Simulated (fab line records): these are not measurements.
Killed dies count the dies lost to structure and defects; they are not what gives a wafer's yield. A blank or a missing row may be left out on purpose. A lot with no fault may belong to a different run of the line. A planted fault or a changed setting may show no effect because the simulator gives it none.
Code-filled problem report in 8D (eight disciplines) form | flow nand_harc | the parts of the form that need people (team, actions taken, sign-off) are left out

== 1. PROBLEM STATEMENT ==
Wafers without a fault read 29.3 s, standard deviation 2.4; time_to_endpoint_s at NHARC_A_BLC_CMP_25 reads a mean of 51.5 s on 4 wafers belonging to 2 lots. Relative to the usual mean, that is a shift of +9.3 standard deviations.
The step: polishes, t overpolish 30 s, target thk 150 nm.
Earliest sighting: wafer L200.2 on cmp-03 at day 18 17:04. Wafers with a number at this step in the record: 36, from 12 lots. Rule for "out", or "out of limits": more than 4 standard deviations from the usual mean. The rest of the wafers with a number are treated as sound.

== 2. WHAT IT IS, AND WHAT IT ISN'T ==
question                    | is                             | is not
which readings at this step | time_to_endpoint_s             | motor_current_A, overpolish_run_s, slurry_flow_ml_min
which lots                  | L200, L202                     | L194, L195, L196, L207, L212, L213, L214, L215, L216, L217
which wafers of those lots  | L200.2, L200.5, L202.2, L202.5 | L200.6, L202.3
read on which tools         | cmp-02, cmp-03                 | cmp-01
when                        | from day 18 17:04              | up to then (10 sound wafers); but 22 sound wafers of L202, L207, L212, L213, L214, L215, L216, L217 came after

== 3. SUSPECTS, AND WHAT RULES EACH OUT ==
Counting: if a tool at a process step up to the reading ran every lot that is out, it stays a suspect. Sound lots after the first of them don't rule it out here, since some wafers of a struck lot are sound.
- cvd_w-02 at NHARC_A_BLC_CVD_24 (deposits W, target thk 150 nm, time 434 s): kept. Ran every lot that is out, first one L200 (day 18 16:31); last sound lot up to then L195 (day 17 16:02).
- At NHARC_A_BLC_CVD_24 on cvd_w-02, chamber 1 took the sound wafers of the same lots and chamber 0 took the wafers that are out.
Remaining after the count: cvd_w-02 at NHARC_A_BLC_CVD_24.

== 4. THE CAUSE (what the simulator had put in) ==
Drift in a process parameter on cvd_w-02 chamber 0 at NHARC_A_BLC_CVD_24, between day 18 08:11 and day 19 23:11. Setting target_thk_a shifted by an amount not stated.
Counting left only this tool.

== 5. SEQUENCE OF EFFECTS, ordered by route ==
Each row: a reading where the mean over the struck wafers with a number is more than 3 standard deviations away from the usual. Only readings for which the record gives a usual standard deviation are gone through. hours: the time from each lot's start at the first step in this table that gives one to its start at this step, as a median over the lots. sigmas: the change in usual standard deviations.
hours | step               | reading            | usual  | on struck wafers | change | sigmas
0     | NHARC_A_BLC_CMP_25 | time_to_endpoint_s | 29.3 s | 51.5             | +22.2  | +9.3
Its process steps:
- NHARC_A_BLC_CMP_25: polishes, t overpolish 30 s, target thk 150 nm.
Later measuring or inspecting steps at which every struck wafer that the step has a row for has a number for every such reading, and none has moved that far: NHARC_END_SORT_01.

== 6. HOW IT WOULD HAVE BEEN CAUGHT EARLIER ==
First out-of-limits reading in this record: day 18 17:04, which is 9 hours after fault onset at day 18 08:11.
An alarm limit of 4 standard deviations would not have fired on the tool readings at NHARC_A_BLC_CVD_24 for which the record gives a usual standard deviation, since none of them was out on any struck wafer.
L202, from the lots that are out (2), started NHARC_A_BLC_CVD_24 on cvd_w-02 later than day 18 17:04. Holding the tool at that time would have saved it.
